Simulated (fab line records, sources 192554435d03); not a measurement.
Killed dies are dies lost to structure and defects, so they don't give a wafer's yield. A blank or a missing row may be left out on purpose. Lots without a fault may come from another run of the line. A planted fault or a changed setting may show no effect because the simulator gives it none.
fab line records | flow n5_finfet
record lots=8 wafers=24 last_day=19
route steps=1938 shown FIN_SAQP@118 BEOL_M4@1111 PASSIVATION@1936
lots that met no fault: from a run of the same line without faults
start_h: hours from the record's first day to the start of the lot's first wafer shown | wait_h: hours since the lot's step before | " the same as in the row above | L1.1+2: a row that stands for several wafers | - no value, or no start given | * or withheld: withheld | < > ~ a bound
route shown NAME@n: a module of which the file shows steps, and the number in the route of the first | usual: mean/standard deviation of fault-free wafers | same: alike in all rows | chamber/n: place in a boat | sites: the reading at each site | _std_site: their standard deviation | _edge_site: outer sites' mean less inner sites' | radius_mm: how far each site lies from the wafer's centre | mask NAME#n: copy n | behind: the tool/chamber that last shaped the wafer | hold: why the lot was held/for how many hours/how that ended | device: the transistor (n, p or np) that didn't switch | end of line: the same wafers' tests at the end of the route | a step without rows: its recipe alone | killed: dies lost to structure and defects at the first sort, not the wafer's yield | map: a wafer's dies, x killed, . not, _ none there
set.NAME: the setting as run; set.NAME@STEP: as run at that earlier step | model.NAME: the simulator's own value behind a step, which no gauge read
steps of the route over a sample of lots; a table a step, a row a wafer
services: from which hour (start_h, from the record's first day; less than 0 if before it) a tool's chamber was out of use, for how many hours, and why
## steps
# step N5_FIN_SAQP_HM_OPEN_73
# recipe chemistry=CHF3/O2 target=SiO2 stop_on=a-Si target_depth_a=120 over_etch_frac=1.8 mask_material=SOC time_s=16.8 pressure_mtorr=30 source_w=650 bias_w=170 Ar_flow_sccm=200 CHF3_flow_sccm=50 O2_flow_sccm=5 ion_energy_ev=200 ends=end_point
# usual bias_w=170.0/0.46 drypump_motor_current_A=5.7/0.35 oes_ar_750_au=0.78/0.094 oes_product_au=0.47/0.057 rf_vpp_V=523/4 showerhead_plenum_p_Torr=2.41/0.081 throttle_valve_pct=18.76/0.22
# columns lot.wafer tool chamber start_h wait_h bias_w drypump_motor_current_A oes_ar_750_au oes_product_au rf_hours_counter_h rf_vpp_V showerhead_plenum_p_Torr throttle_valve_pct
L185.3 rie_diel-06 0 28.39 0.0 170.1 5.3 0.93 0.55 4 525 2.57 18.65
L185.5 " 0 " " 170.5 5.3 0.93 0.56 - 524 2.57 18.65
L185.6 " 1 " " 169.7 5.6 0.77 0.46 - 524 2.41 18.59
L187.2 rie_diel-06 1 40.58 0.0 170.9 5.6 0.77 0.46 128 524 2.41 18.61
L187.4 " 3 " " 169.4 6.2 0.73 0.44 177 517 2.30 18.81
L187.5 " 2 " " 170.4 5.7 0.70 0.42 - 517 2.38 18.97
L188.1 rie_diel-01 2 46.42 0.0 170.4 5.7 0.97 0.59 2 525 2.37 18.31
L188.3 " 0 " " 169.3 5.2 0.68 0.41 224 526 2.38 19.03
L188.5 " 2 " " 170.4 5.7 0.98 0.59 - 525 2.37 18.30
L196.1 rie_diel-02 2 95.41 0.0 169.3 5.7 0.95 0.57 6 523 2.37 18.54
L196.2 " 3 " " 169.3 5.2 0.76 0.45 154 526 2.52 18.69
L196.6 " 2 " " 169.8 5.7 0.95 0.57 - 523 2.37 18.50
L197.3 rie_diel-01 0 100.79 0.0 169.6 5.2 0.67 0.40 244 524 2.37 19.07
L197.5 " 2 " " 170.4 5.7 0.92 0.55 - 523 2.37 18.33
L197.6 " 1 " " 170.1 5.5 0.72 0.43 - 527 2.39 19.22
L199.3 rie_diel-02 0 114.00 0.0 169.8 5.9 0.74 0.44 151 533 2.50 18.54
L199.5 " 3 " " 169.9 5.2 0.75 0.44 - 524 2.51 18.71
L199.6 " 2 " " 170.7 5.6 0.92 0.55 - 522 2.37 18.51
L206.1 rie_diel-06 2 155.42 0.0 170.2 5.7 0.94 0.56 8 518 2.37 18.60
L206.5 " 3 " " 169.6 6.2 0.70 0.42 - 518 2.29 18.89
L206.6 " 0 " " 170.4 5.3 0.84 0.51 - 525 2.56 18.71
L207.2 rie_diel-01 1 160.38 0.0 170.7 5.5 0.70 0.41 219 528 2.38 19.27
L207.5 " 1 " " 170.3 5.5 0.70 0.42 - 527 2.38 19.26
L207.6 " 3 " " 169.8 6.4 0.98 0.59 - 526 2.38 18.62
# step N5_FIN_SAQP_STRIP_55
# recipe chemistry=N2/H2 power_w=500 temp_c=40 pressure_mtorr=50 rf_frequency_hz=6e+07 overash_fraction=0.3 bias_power_w=28 h2_frac=0.5 n2_flow_sccm=300 h2_flow_sccm=300
# usual drypump_motor_current_A=5.7/0.35 oes_product_au=0.77/0.1 rf_vpp_V=121.8/1.4 showerhead_plenum_p_Torr=3.36/0.1 temp_c=40.00/0.12 throttle_valve_pct=18.91/0.29
# columns lot.wafer tool chamber start_h wait_h drypump_motor_current_A oes_product_au rf_hours_counter_h rf_vpp_V showerhead_plenum_p_Torr temp_c throttle_valve_pct
L185.3 rie_diel-06 2 28.58 0.1 5.7 0.69 228 121.0 3.32 40.18 18.93
L185.5 " 2 " " 5.7 0.69 - 122.3 3.32 40.29 18.94
L185.6 " 1 " " 5.6 0.77 - 122.3 3.37 39.79 18.47
L187.2 rie_diel-01 3 40.77 0.1 6.5 0.71 225 120.8 3.32 39.98 18.79
L187.4 " 1 " " 5.5 0.75 172 121.7 3.35 39.96 19.10
L187.5 " 0 " " 5.2 0.67 - 122.1 3.32 40.23 19.22
L188.1 rie_diel-01 2 46.61 0.1 5.8 0.99 2 123.1 3.30 40.05 18.65
L188.3 " 3 " " 6.4 0.71 227 122.1 3.32 40.05 18.74
L188.5 " 3 " " 6.4 0.69 - 121.8 3.32 40.08 18.80
L196.1 rie_diel-06 2 95.66 0.1 5.7 0.67 253 118.2 3.30 39.92 19.00
L196.2 " 3 " " 6.2 0.72 199 121.6 3.21 39.93 19.49
L196.6 " 1 " " 5.6 0.76 - 122.7 3.35 39.91 18.47
L197.3 rie_diel-01 2 100.98 0.1 5.8 0.91 21 124.2 3.29 40.00 18.67
L197.5 " 0 " " 5.2 0.65 - 121.3 3.31 40.04 19.25
L197.6 " 1 " " 5.5 0.71 - 124.9 3.33 40.06 19.14
L199.3 rie_diel-02 3 114.18 0.1 5.2 0.76 161 119.9 3.50 39.92 18.68
L199.5 " 2 " " 5.6 0.94 - 122.1 3.30 40.13 18.78
L199.6 " 3 " " 5.2 0.76 - 120.6 3.50 39.99 18.65
L206.1 rie_diel-06 2 155.60 0.1 5.7 0.95 8 121.5 3.30 39.99 18.57
L206.5 " 1 " " 5.6 0.74 - 121.5 3.34 40.08 18.53
L206.6 " 0 " " 5.3 0.85 - 123.6 3.56 40.00 18.80
L207.2 rie_diel-02 2 160.57 0.1 5.7 0.89 31 120.3 3.29 40.11 18.78
L207.5 " 1 " " 5.8 0.93 - 121.2 3.30 40.13 18.78
L207.6 " 2 " " 5.7 0.88 - 120.8 3.29 40.05 18.78
# step N5_FIN_SAQP_ETCH_69
# recipe chemistry=N2/H2 target=SOC target_depth_a=1500 stop_on=SiNx ion_energy_ev=100 bias_w=61 pressure_mtorr=30 source_w=850 n2_flow_sccm=200 h2_flow_sccm=200
# usual bias_w=60.97/0.19 drypump_motor_current_A=5.7/0.33 oes_product_au=0.76/0.089 rf_fwd_power_W=843.6/2.9 rf_vpp_V=240.7/1.4 showerhead_plenum_p_Torr=2.55/0.078 throttle_valve_pct=17.75/0.23
# columns lot.wafer tool chamber start_h wait_h bias_w drypump_motor_current_A oes_product_au rf_fwd_power_W rf_hours_counter_h rf_vpp_V showerhead_plenum_p_Torr throttle_valve_pct
L185.3 rie_diel-01 3 31.36 - 60.82 6.4 0.71 843.8 220 240.9 2.51 17.82
L185.5 " 1 " " 61.05 5.6 0.72 844.8 - 240.7 2.53 18.11
L185.6 " 0 " " 61.19 5.2 0.68 842.6 - 239.6 2.51 18.05
L187.2 rie_diel-01 3 44.19 - 60.84 6.4 0.70 843.7 226 240.6 2.51 17.84
L187.4 " 0 " " 61.01 5.1 0.67 844.1 223 240.2 2.51 18.05
L187.5 " 0 " " 61.24 5.2 0.68 848.0 - 240.0 2.51 18.06
L188.1 rie_diel-06 0 49.37 - 60.92 5.3 0.90 842.0 11 242.0 2.72 17.64
L188.3 " 3 " " 61.05 6.2 0.73 843.7 180 238.0 2.43 17.99
L188.5 " 3 " " 60.87 6.2 0.72 845.8 - 240.4 2.43 17.99
L196.1 rie_diel-01 2 98.22 - 61.44 5.8 0.92 996.2 20 226.7 2.49 17.36
L196.2 " 3 " " 60.91 6.4 0.69 997.0 246 227.1 2.50 17.88
L196.6 " 2 " " 60.80 5.8 0.91 994.8 - 227.3 2.49 17.35
L197.3 rie_diel-01 1 103.32 - 61.38 5.5 0.72 999.8 194 227.7 2.52 18.17
L197.5 " 1 " " 60.99 5.5 0.72 991.7 - 227.0 2.52 18.15
L197.6 " 2 " " 61.05 5.7 0.91 996.2 - 227.4 2.49 17.36
L199.3 rie_diel-02 3 116.60 - 61.01 5.2 0.74 843.7 162 240.6 2.65 17.67
L199.5 " 0 " " 61.01 5.9 0.73 844.1 - 243.9 2.64 17.58
L199.6 " 2 " " 60.91 5.7 0.92 844.0 - 239.7 2.50 17.56
L206.1 rie_diel-06 0 158.03 - 60.76 5.3 0.83 839.5 46 241.9 2.70 17.70
L206.5 " 0 " " 60.91 5.3 0.83 843.3 - 241.3 2.70 17.71
L206.6 " 3 " " 60.74 6.2 0.69 842.5 - 238.9 2.42 18.05
L207.2 rie_diel-02 3 163.10 - 61.29 5.2 0.73 843.7 180 243.9 2.64 17.68
L207.5 " 0 " " 60.87 5.9 0.72 844.0 - 241.9 2.63 17.60
L207.6 " 1 " " 60.93 5.8 0.91 843.3 - 239.8 2.50 17.58
# step N5_FIN_SAQP_SPACER2_ETCHBACK_29
# recipe chemistry=CHF3/O2 mode=anisotropic_etchback target=SiO2 target_depth_a=122 time_s=6.1 pressure_mtorr=30 source_w=650 bias_w=170 Ar_flow_sccm=200 CHF3_flow_sccm=50 O2_flow_sccm=5 ion_energy_ev=200
# usual bias_w=170.0/0.52 drypump_motor_current_A=5.6/0.33 oes_ar_750_au=0.77/0.09 oes_product_au=0.78/0.096 rf_vpp_V=524/3.4 showerhead_plenum_p_Torr=2.42/0.073 throttle_valve_pct=18.82/0.24
# columns lot.wafer tool chamber start_h wait_h bias_w drypump_motor_current_A oes_ar_750_au oes_product_au rf_hours_counter_h rf_vpp_V showerhead_plenum_p_Torr throttle_valve_pct
L185.3 rie_diel-01 1 32.03 0.2 169.9 5.5 0.74 0.73 168 528 2.40 19.26
L185.5 " 1 " " 169.4 5.5 0.73 0.74 - 527 2.40 19.26
L185.6 " 0 " " 169.6 5.2 0.68 0.68 - 525 2.38 19.10
L187.2 rie_diel-06 2 44.83 0.2 169.8 5.7 0.70 0.69 233 517 2.38 19.06
L187.4 " 0 " " 170.0 5.3 0.91 0.93 10 525 2.57 18.73
L187.5 " 0 " " 169.7 5.3 0.91 0.91 - 525 2.57 18.73
L188.1 rie_diel-01 3 50.36 0.2 169.6 6.4 0.71 0.71 228 528 2.39 19.03
L188.3 " 1 " " 169.5 5.5 0.73 0.73 175 529 2.40 19.27
L188.5 " 1 " " 169.7 5.5 0.73 0.73 - 527 2.40 19.28
L196.1 rie_diel-02 0 98.85 0.2 169.6 5.9 0.75 0.74 144 530 2.51 18.62
L196.2 " 1 " " 170.6 5.8 0.68 0.67 247 521 2.37 18.98
L196.6 " 2 " " 169.5 5.7 0.95 0.95 - 523 2.37 18.59
L197.3 rie_diel-01 1 104.00 0.2 170.0 5.5 0.72 0.71 195 527 2.39 19.31
L197.5 " 3 " " 170.2 6.4 0.70 0.68 - 525 2.38 19.05
L197.6 " 0 " " 170.4 5.2 0.67 0.67 - 525 2.37 19.14
L199.3 rie_diel-02 0 117.23 0.2 170.3 5.9 0.74 0.73 153 530 2.50 18.61
L199.5 " 2 " " 169.2 5.6 0.91 0.93 - 523 2.37 18.59
L199.6 " 3 " " 170.3 5.2 0.76 0.75 - 525 2.51 18.77
L206.1 rie_diel-06 3 158.67 0.2 170.5 6.2 0.70 0.69 223 518 2.29 18.95
L206.5 " 0 " " 169.7 5.3 0.85 0.85 - 524 2.56 18.82
L206.6 " 1 " " 170.3 5.6 0.74 0.73 - 525 2.40 18.76
L207.2 rie_diel-02 3 163.73 0.2 169.7 5.2 0.75 0.74 181 526 2.51 18.82
L207.5 " 1 " " 169.8 5.8 0.91 0.93 - 521 2.36 18.61
L207.6 " 2 " " 170.1 5.7 0.88 0.89 - 522 2.36 18.63
# step N5_BEOL_M4_RC_MEAS_101
# usual DIBL_N=36.1/1.3 DIBL_P=36.1/1.7 IOFF_N=0.154/0.022 IOFF_P=0.201/0.024 ION_N=675/8.9 ION_P=462/5.9 SS_N=71.5/0.49 SS_P=73.3/0.58 VT_N=250.0/2.7 VT_P=-251.3/2.7
# columns lot.wafer tool chamber start_h wait_h DIBL_N[mV/V] DIBL_P[mV/V] IOFF_N[nA/um] IOFF_P[nA/um] ION_N[uA/um] ION_P[uA/um] SS_N[mV/dec] SS_P[mV/dec] VT_N[mV] VT_P[mV]
L185.3 prober-02 0 170.07 0.3 34.0 33.8 0.133 0.171 662 449 71.7 72.9 250.9 -255.2
L185.5 " 0 " " 33.7 33.7 0.128 0.170 672 464 71.9 73.1 254.0 -254.0
L185.6 " 0 " " 33.8 33.5 0.129 0.167 662 456 71.2 72.6 252.7 -255.0
L188.1 prober-01 0 187.55 0.0 36.1 37.1 0.179 0.224 685 463 71.1 73.4 247.2 -246.5
L188.3 " 0 " " 35.2 35.6 0.158 0.199 682 461 71.2 73.2 248.8 -250.6
L188.5 " 0 " " 34.5 35.4 0.144 0.200 669 465 71.1 73.5 252.7 -250.5
L187.2 prober-02 0 189.27 0.2 37.6 37.2 0.164 0.216 681 468 71.6 73.5 250.3 -249.2
L187.4 " 0 " " 38.4 38.5 0.181 0.235 684 468 72.1 73.9 248.3 -249.2
L187.5 " 0 " " 35.2 34.9 0.134 0.184 681 466 71.5 73.4 252.3 -253.5
L197.3 prober-01 0 256.60 0.3 32.9 32.7 0.124 0.164 677 465 71.2 73.2 251.8 -253.6
L197.5 " 0 " " 33.4 33.6 0.129 0.179 664 458 71.1 73.4 251.4 -254.2
L197.6 " 0 " " 33.5 32.3 0.119 0.157 671 460 71.3 72.7 255.1 -254.7
L196.1 prober-01 0 259.59 0.0 36.0 34.7 0.144 0.203 673 466 70.5 72.4 249.2 -247.3
L196.2 " 0 " " 37.1 35.7 0.161 0.215 672 463 71.2 73.2 249.9 -250.3
L196.6 " 0 " " 36.7 35.4 0.161 0.209 679 466 71.0 73.3 249.1 -251.8
L199.3 prober-02 0 267.70 0.3 36.6 36.4 0.151 0.210 669 463 71.4 73.1 252.1 -252.0
L199.5 " 0 " " 36.5 36.1 0.146 0.202 671 459 71.2 73.2 249.7 -251.8
L199.6 " 0 " " 36.6 36.7 0.154 0.210 680 464 71.6 72.8 247.6 -253.2
L206.1 prober-02 0 319.48 0.0 38.7 39.5 0.196 0.268 696 478 72.4 73.9 244.5 -245.7
L206.5 " 0 " " 37.4 38.0 0.174 0.247 681 470 72.2 73.6 245.3 -248.8
L206.6 " 0 " " 36.1 36.4 0.147 0.211 670 464 71.9 73.0 251.1 -247.4
L207.2 prober-01 0 322.61 0.2 35.0 35.5 0.129 0.156 667 456 71.1 73.3 251.5 -255.6
L207.5 " 0 " " 35.0 36.1 0.136 0.168 678 460 71.8 72.9 249.9 -253.4
L207.6 " 0 " " 35.9 36.4 0.141 0.169 677 462 72.3 73.3 250.5 -256.6
# step N5_PASSIVATION_PROBE_49
# usual defect_limited_yield=90.9/1.3 killed_at_M0_to_M3=35/10 killed_at_M4_up=15/5.7 killed_at_contacts=14/6.4 killed_at_front_end=40/11 killed_at_other=4/3.1 killed_dies=108/16 killed_open=71/11 killed_short=34/7.7 sort_bin_5_function=5.4/0.9 sort_bin_6_memory=3.4/0.61 sort_n_pass=1072/16 sort_yield_pct=90.9/1.3
# same gross_dies=1180 killed_at_back_side=0 sort_bin_4_leakage[%]=0 sort_bin_8_speed[%]=0
# columns lot.wafer tool chamber start_h wait_h defect_limited_yield[%] killed_at_M0_to_M3 killed_at_M4_up killed_at_contacts killed_at_front_end killed_at_other killed_dies killed_open killed_short sort_bin_5_function[%] sort_bin_6_memory[%] sort_n_pass sort_yield_pct[%]
L196.1 prober-01 - 364.77 0.0 92.8 14 15 15 41 0 85 58 23 3.6 2.9 1095 92.8
L196.2 prober-01 - 364.82 0.1 91.0 30 27 13 30 6 106 74 32 5.0 3.6 1074 91.0
L196.6 prober-01 - 365.02 0.3 89.7 34 31 14 36 7 122 85 37 5.9 4.0 1058 89.7
L199.3 prober-01 - 375.15 0.1 93.7 28 14 9 20 3 74 48 26 3.8 2.3 1106 93.7
L199.5 prober-01 - 375.25 0.2 91.7 43 11 12 28 4 98 68 29 4.1 4.0 1082 91.7
L199.6 prober-01 - 375.30 0.3 91.3 34 16 20 32 1 103 76 26 5.9 2.7 1077 91.3
# killed by level:class
L196.1 MOL_CONTACT_COAG:geometric_particle:open=10 FIN_SAQP:geometric_particle:open=8 STI_FIN_REVEAL:geometric_particle:open=7 STARTING-WAFER:geometric_particle:short=6 BEOL_M2:geometric_particle:open=5 MOL_CONTACT_COAG:geometric_particle:short=5 BEOL_M4:geometric_particle:open=5 BEOL_M0_SAQP:geometric_particle:open=4
L196.2 BEOL_M4:geometric_particle:open=18 MOL_CONTACT_COAG:geometric_particle:open=9 BEOL_M3:geometric_particle:open=9 BEOL_M2:geometric_particle:open=8 FIN_SAQP:geometric_particle:open=7 FIN_SAQP:geometric_particle:short=6 ILD0:geometric_particle:short=4 MOL_CONTACT_COAG:geometric_particle:short=4
L196.6 BEOL_M4:geometric_particle:open=20 FIN_SAQP:geometric_particle:open=15 MOL_CONTACT_COAG:geometric_particle:open=10 BEOL_M0_SAQP:geometric_particle:short=8 BEOL_M0_SAQP:geometric_particle:open=7 BEOL_M2:geometric_particle:open=7 BEOL_M3:geometric_particle:open=6 BEOL_M4:geometric_particle:short=5
L199.3 BEOL_M2:geometric_particle:open=9 MOL_CONTACT_COAG:geometric_particle:open=8 BEOL_M1:geometric_particle:open=5 STI_FIN_REVEAL:geometric_particle:open=4 BEOL_M0_SAQP:geometric_particle:open=4 BEOL_M3:geometric_particle:open=4 STARTING-WAFER:geometric_particle:short=4 FIN_SAQP:geometric_particle:short=3
L199.5 MOL_CONTACT_COAG:geometric_particle:open=11 BEOL_M1:geometric_particle:open=9 BEOL_M2:geometric_particle:open=9 BEOL_M3:geometric_particle:open=8 STI_FIN_REVEAL:geometric_particle:open=7 BEOL_M0_SAQP:geometric_particle:short=6 DUMMY_GATE:geometric_particle:open=5 BEOL_M0_SAQP:geometric_particle:open=5
L199.6 MOL_CONTACT_COAG:geometric_particle:open=15 STI_FIN_REVEAL:geometric_particle:open=10 BEOL_M4:geometric_particle:open=9 BEOL_M1:geometric_particle:open=7 BEOL_M2:geometric_particle:open=7 BEOL_M3:geometric_particle:open=7 FIN_SAQP:geometric_particle:short=6 FIN_SAQP:geometric_particle:open=5
## services
# columns tool chamber start_h hours kind
rie_diel-01 1 8.24 6.1 repair
rie_diel-01 2 19.66 - clean
rie_diel-01 2 19.66 - consumable_replace:focus_ring
rie_diel-01 2 19.66 20.3 scheduled_down
rie_diel-01 2 19.66 20.3 vent_cycle
rie_diel-02 2 53.04 - clean
rie_diel-02 2 53.04 - consumable_replace:focus_ring
rie_diel-02 2 53.04 25.3 scheduled_down
rie_diel-02 2 53.04 25.3 vent_cycle
rie_diel-02 1 106.75 - clean
rie_diel-06 2 112.37 4.9 repair
rie_diel-01 3 112.40 - clean
rie_diel-01 3 112.40 - consumable_replace:focus_ring
rie_diel-01 3 112.40 41.4 scheduled_down
rie_diel-01 3 112.40 41.4 vent_cycle
rie_diel-06 2 117.46 - clean
rie_diel-06 2 117.46 - consumable_replace:focus_ring
rie_diel-06 2 117.46 14.7 scheduled_down
rie_diel-06 2 117.46 14.7 vent_cycle
rie_diel-01 0 119.86 2.2 repair
rie_diel-01 0 154.18 - clean
rie_diel-01 0 154.18 - consumable_replace:focus_ring
rie_diel-01 0 154.18 33.0 scheduled_down
rie_diel-01 0 154.18 33.0 vent_cycle
## key
first_sign step=N5_FIN_SAQP_ETCH_69 reading=rf_fwd_power_W direction=up sigmas=52 usual=* struck=*
effect step=N5_FIN_SAQP_ETCH_69 reading=rf_vpp_V direction=down sigmas=9.9 usual=240.7 struck=227.2
met_at N5_FIN_SAQP_ETCH_69
struck_lots L196,L197
not_acting_at N5_FIN_SAQP_HM_OPEN_73,N5_FIN_SAQP_STRIP_55,N5_FIN_SAQP_SPACER2_ETCHBACK_29
onset_between 44.19 98.22
fault kind=process_parameter_drift tool=rie_diel-01 chamber=- onset_h=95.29 steps=N5_FIN_SAQP_ETCH_69 channel=source_w offset=153 shape=step end_h=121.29 acts_in=these_recipes_only stated=850
